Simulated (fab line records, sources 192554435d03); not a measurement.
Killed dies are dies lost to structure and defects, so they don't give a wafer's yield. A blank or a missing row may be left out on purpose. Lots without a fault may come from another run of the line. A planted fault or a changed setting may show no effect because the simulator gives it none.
fab line records | flow n5_finfet
record lots=13 wafers=37 last_day=17
route steps=1938 shown BEOL_M15@1817 MIM_TOP@1835
lots that met no fault: from a run of the same line without faults
start_h: hours from the record's first day to the start of the lot's first wafer shown | wait_h: hours since the lot's step before | " the same as in the row above | L1.1+2: a row that stands for several wafers | - no value, or no start given | * or withheld: withheld | < > ~ a bound
route shown NAME@n: a module of which the file shows steps, and the number in the route of the first | usual: mean/standard deviation of fault-free wafers | same: alike in all rows | chamber/n: place in a boat | sites: the reading at each site | _std_site: their standard deviation | _edge_site: outer sites' mean less inner sites' | radius_mm: how far each site lies from the wafer's centre | mask NAME#n: copy n | behind: the tool/chamber that last shaped the wafer | hold: why the lot was held/for how many hours/how that ended | device: the transistor (n, p or np) that didn't switch | end of line: the same wafers' tests at the end of the route | a step without rows: its recipe alone | killed: dies lost to structure and defects at the first sort, not the wafer's yield | map: a wafer's dies, x killed, . not, _ none there
set.NAME: the setting as run; set.NAME@STEP: as run at that earlier step | model.NAME: the simulator's own value behind a step, which no gauge read
steps of the route over a sample of lots; a table a step, a row a wafer
services: from which hour (start_h, from the record's first day; less than 0 if before it) a tool's chamber was out of use, for how many hours, and why
## steps
# step N5_BEOL_M15_DEGAS_41
# recipe ambient=vacuum temp_c=300 time_s=60
# usual heater_power_w=443/27
# columns lot.wafer tool chamber start_h wait_h heater_power_w
L452.3 pvd_sputter-02 - 259.51 1.2 406
L452.4 " - " " 465
L452.6 " - " " 448
L454.1 pvd_sputter-01 - 278.44 0.6 414
L454.3 " - " " 471
L454.6 " - " " 419
L455.1 pvd_sputter-01 - 282.23 1.6 458
L455.3 " - " " 426
L455.5 " - " " 450
L456.1 pvd_sputter-01 - 289.17 0.3 456
L456.2 " - " " 460
L456.4 " - " " 424
L457.2 pvd_sputter-01 - 291.61 1.7 441
L457.5 " - " " 454
L457.6 " - " " 419
L459.3 pvd_sputter-01 - 300.22 0.1 463
L459.4 " - " " 416
L460.3 pvd_sputter-01 - 307.28 0.7 462
L460.4 " - " " 453
L460.6 " - " " 450
L462.2 pvd_sputter-02 - 317.33 0.4 406
L462.3 " - " " 460
L462.5 " - " " 407
L461.2 pvd_sputter-02 - 318.23 0.1 442
L461.4 " - " " 403
L461.5 " - " " 441
L463.4 pvd_sputter-02 - 327.31 0.4 443
L463.5 " - " " 446
L469.2 pvd_sputter-03 - 360.97 0.7 405
L469.4 " - " " 456
L469.5 " - " " 498
L467.1 pvd_sputter-02 - 364.12 0.4 393
L467.2 " - " " 428
L467.6 " - " " 443
L473.1 pvd_sputter-02 - 390.47 0.5 431
L473.3 " - " " 390
L473.5 " - " " 407
# step N5_BEOL_M15_ANNEAL_48
# recipe temp_c=225 time_s=90 ambient=N2
# usual wafer_temp_C_max=226.0/0.46
# columns lot.wafer tool chamber start_h wait_h wafer_temp_C_max
L452.3 rtp_anneal-02 0 260.20 0.2 225.6
L452.4 " 0 " " 225.7
L452.6 " 0 " " 225.6
L454.1 rtp_anneal-02 0 279.04 0.2 225.7
L454.3 " 0 " " 225.7
L454.6 " 0 " " 225.7
L455.1 rtp_anneal-01 0 282.83 0.2 226.2
L455.3 " 0 " " 227.3
L455.5 " 0 " " 226.8
L456.1 rtp_anneal-02 0 289.77 0.2 225.9
L456.2 " 0 " " 225.8
L456.4 " 0 " " 226.0
L457.2 rtp_anneal-02 0 292.25 0.2 225.7
L457.5 " 0 " " 225.8
L457.6 " 0 " " 225.7
L459.3 rtp_anneal-02 0 300.91 0.2 225.7
L459.4 " 0 " " 225.8
L460.3 rtp_anneal-02 0 307.98 0.2 226.0
L460.4 " 0 " " 225.8
L460.6 " 0 " " 225.7
L462.2 rtp_anneal-01 0 317.98 0.2 226.2
L462.3 " 0 " " 226.7
L462.5 " 0 " " 226.4
L461.2 rtp_anneal-01 0 318.88 0.2 226.4
L461.4 " 0 " " 226.2
L461.5 " 0 " " 226.9
L463.4 rtp_anneal-02 0 328.13 0.3 226.0
L463.5 " 0 " " 225.8
L469.2 rtp_anneal-01 0 361.69 0.3 226.4
L469.4 " 0 " " 225.7
L469.5 " 0 " " 226.4
L467.1 rtp_anneal-02 0 364.79 0.2 225.7
L467.2 " 0 " " 225.9
L467.6 " 0 " " 225.8
L473.1 rtp_anneal-02 0 391.15 0.2 225.5
L473.3 " 0 " " 225.7
L473.5 " 0 " " 225.7
# step N5_BEOL_M15_DEP_53
# recipe material=SiCN target_thk_a=500 temp_c=withheld precursor=3MS/NH3 pressure_torr=3 rf_w=675 time_s=17.8
# usual showerhead_plenum_p_Torr=4.151/0.014 throttle_valve_pct=18.1/1.6
# columns lot.wafer tool chamber start_h wait_h showerhead_plenum_p_Torr throttle_valve_pct
L452.3 pecvd-04 1 260.80 0.0 4.153 18.9
L452.4 " 2 " " 4.160 17.5
L452.6 " 2 " " 4.164 17.3
L454.1 pecvd-04 2 279.70 0.0 4.171 17.7
L454.3 " 1 " " 4.157 18.9
L454.6 " 1 " " 4.147 18.9
L455.1 pecvd-02 2 283.48 0.0 4.141 16.6
L455.3 " 0 " " 4.142 18.2
L455.5 " 0 " " 4.137 18.0
L456.1 pecvd-02 2 290.42 0.0 4.145 16.9
L456.2 " 0 " " 4.142 18.1
L456.4 " 1 " " 4.157 19.0
L457.2 pecvd-01 2 292.88 0.0 4.165 15.9
L457.5 " 1 " " 4.154 20.6
L457.6 " 2 " " 4.166 15.8
L459.3 pecvd-01 0 301.47 0.0 4.139 16.6
L459.4 " 1 " " 4.135 20.7
L460.3 pecvd-04 1 308.58 0.0 4.144 18.9
L460.4 " 0 " " 4.122 19.0
L460.6 " 1 " " 4.151 18.6
L462.2 pecvd-01 2 318.68 0.0 4.172 16.4
L462.3 " 1 " " 4.134 20.8
L462.5 " 1 " " 4.143 20.5
L461.2 pecvd-04 1 319.48 0.0 4.153 18.7
L461.4 " 2 " " 4.168 17.5
L461.5 " 1 " " 4.143 18.9
L463.4 pecvd-04 1 328.68 0.0 4.148 18.7
L463.5 " 2 " " 4.161 17.7
L469.2 pecvd-01 1 362.30 0.0 4.140 20.6
L469.4 " 1 " " 4.141 20.6
L469.5 " 2 " " 4.175 15.8
L467.1 pecvd-01 0 365.45 0.0 4.134 16.6
L467.2 " 1 " " 4.143 20.6
L467.6 " 1 " " 4.133 20.8
L473.1 pecvd-01 1 391.82 0.0 4.138 20.8
L473.3 " 2 " " 4.168 16.1
L473.5 " 2 " " 4.172 15.8
# step N5_MIM_TOP_ALD_01
# recipe material=HfO2 target_thk_a=56 temp_c=withheld ald_precursor_family=Hf-amide ald_co_reactant=O3 pulse_time_s=1 purge_time_s=3 co_reactant_purge_time_s=2 co_reactant_pulse_time_s=3 ald_cycles=62
# usual ald_cycles=62/0 precursor_pulse_height_rel=1.000/0.018
# columns lot.wafer tool chamber start_h wait_h ald_cycles precursor_pulse_height_rel
L452.3 ald_hk-02 1 263 - 62 1.002
L452.4 " 2 " " 62 1.028
L452.6 " 0 " " 62 1.033
L454.1 ald_hk-03 3 282 - 62 1.017
L454.3 " 2 " " 62 1.013
L454.6 " 3 " " 62 0.984
L455.1 ald_hk-01 0 285 - 62 0.975
L455.3 " 3 " " 62 1.006
L455.5 " 2 " " 62 1.011
L456.1 ald_hk-02 3 292 - 62 1.031
L456.2 " 1 " " 62 0.988
L456.4 " 0 " " 62 1.027
L457.2 ald_hk-02 1 295 - 62 0.987
L457.5 " 2 " " 62 0.980
L457.6 " 1 " " 62 1.020
L459.3 ald_hk-01 1 304 - 62 0.953
L459.4 " 0 " " 62 1.024
L460.3 ald_hk-02 3 311 - 62 0.983
L460.4 " 2 " " 62 1.016
L460.6 " 0 " " 62 1.022
L462.2 ald_hk-01 3 321 - 62 1.020
L462.3 " 2 " " 62 0.988
L462.5 " 3 " " 62 0.992
L461.2 ald_hk-02 2 321 - 62 0.977
L461.4 " 0 " " 62 1.011
L461.5 " 1 " " 62 1.018
L463.4 ald_hk-02 1 330 - 62 1.014
L463.5 " 3 " " 62 0.979
L469.2 ald_hk-01 2 364 - 30 1.009
L469.4 " 1 " " 30 1.034
L469.5 " 1 " " 30 1.013
L467.1 ald_hk-01 3 369 - 30 1.011
L467.2 " 2 " " 30 1.024
L467.6 " 1 " " 30 1.007
L473.1 ald_hk-03 2 393 - 62 0.988
L473.3 " 0 " " 62 0.971
L473.5 " 2 " " 62 0.971
## services
# columns tool chamber start_h hours kind
pecvd-02 0 238.79 12.3 repair
pecvd-04 0 259.29 2.1 scheduled_down
pecvd-04 0 272.73 8.0 repair
pecvd-01 0 276.77 4.4 repair
pecvd-04 - 286.91 2.5 repair
pecvd-01 0 289.85 5.5 scheduled_down
pecvd-04 2 305.03 5.5 scheduled_down
pecvd-02 0 342.26 4.8 repair
pecvd-04 - 374.48 1.1 repair
pecvd-02 0 380.25 5.5 scheduled_down
ald_hk-01 - 388.68 0.3 repair
## key
first_sign step=N5_MIM_TOP_ALD_01 reading=ald_cycles direction=down sigmas=99+ usual=* struck=*
effect none on later readings
met_at N5_MIM_TOP_ALD_01
struck_lots L467,L469
not_acting_at N5_BEOL_M15_DEGAS_41,N5_BEOL_M15_ANNEAL_48,N5_BEOL_M15_DEP_53
onset_between 321 364
fault kind=process_parameter_drift tool=ald_hk-01 chamber=- onset_h=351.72 steps=N5_MIM_TOP_ALD_01 channel=ald_cycles offset=* shape=step end_h=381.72 acts_in=* stated=*
